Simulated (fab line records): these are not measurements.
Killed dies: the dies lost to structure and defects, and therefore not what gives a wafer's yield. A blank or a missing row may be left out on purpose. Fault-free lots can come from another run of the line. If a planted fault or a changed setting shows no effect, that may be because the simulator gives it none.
Problem report in the 8D (eight disciplines) form, filled by code    flow n5Finfet    the parts of the form that need people (team, actions taken, sign-off) are left out

1. WHAT WENT WRONG
Mean of plateTempC at N5_DUMMY_GATE_COAT_28: 209.12 C across 12 wafers in 4 lots; on wafers with no fault it is 204.98 C (standard deviation 0.16). That puts it +26 standard deviations away from the usual mean.
The step: time 60 s, resist thk 10 nm.
Earliest sighting: wafer L817.1 on lithoTrack-02 at day 5 15:31. The record has a number at this step for 36 wafers belonging to 12 lots. By rule, "out" or "out of limits" means more than 4 standard deviations away from the usual mean. All remaining wafers that have a number are taken as sound.

2. WHAT IT IS AND WHAT IT IS NOT
question                     is                             is not
which readings at this step  plateTempC, heaterPowerTotalW  -
which lots                   L817, L819, L820, L821         L807, L808, L814, L815, L816, L823, L826, L828
which wafers of those lots   all that have a number         -
read on which tools          lithoTrack-02                  lithoTrack-04, lithoTrack-05
when                         from day 5 15:31               up to then (15 sound wafers); but 9 sound wafers of L823, L826, L828 came after

3. WHAT RULES OUT EACH SUSPECT
Counting: a tool at a process step up to the reading stays a suspect if it ran every lot that is out and no sound lot after the first of them.
- lithoTrack-02 at N5_DUMMY_GATE_COAT_28 (time 60 s, resist thk 10 nm): kept. Every lot that is out went through it, starting with L817 (day 5 15:31), and after that it ran no sound lot; the last sound lot it ran before then is L816 (day 5 11:13). Its own readings are out on those wafers: heaterPowerTotalW, plateTempC.
Left after counting: lithoTrack-02 at N5_DUMMY_GATE_COAT_28.

4. THE CAUSE (what the simulator had put in)
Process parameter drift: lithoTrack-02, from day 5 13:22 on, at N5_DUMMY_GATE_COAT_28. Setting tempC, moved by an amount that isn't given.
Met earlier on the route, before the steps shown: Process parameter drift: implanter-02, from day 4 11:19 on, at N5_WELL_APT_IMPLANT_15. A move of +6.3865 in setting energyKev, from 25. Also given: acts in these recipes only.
Only this tool survived the counting.

5. SEQUENCE OF EFFECTS, ordered by route
Each row: a reading where the mean over the struck wafers with a number is more than 3 standard deviations away from the usual. Readings are gone through only where the record gives a usual standard deviation; hours: the median, over the lots, of the time from a lot's start at the first step in this table giving one to that lot's start at this step; sigmas: the change measured in usual standard deviations.
hours  step                   reading            usual     on struck wafers  change  sigmas
0      N5_DUMMY_GATE_COAT_28  heaterPowerTotalW  391.5 W   400.4             +8.9    +6.4
0      N5_DUMMY_GATE_COAT_28  plateTempC         204.98 C  209.12            +4.14   +26
Process steps it contains:
- N5_DUMMY_GATE_COAT_28: time 60 s, resist thk 10 nm.
Later measuring or inspecting steps at which every struck wafer that the step has a row for has a number for every such reading, and none has moved that far: N5_DUMMY_GATE_OVL_MEAS_16.

6. HOW IT WOULD HAVE BEEN CAUGHT EARLIER
In this record the first reading out of limits was taken at day 5 15:31, 2 hours after the fault began at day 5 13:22.
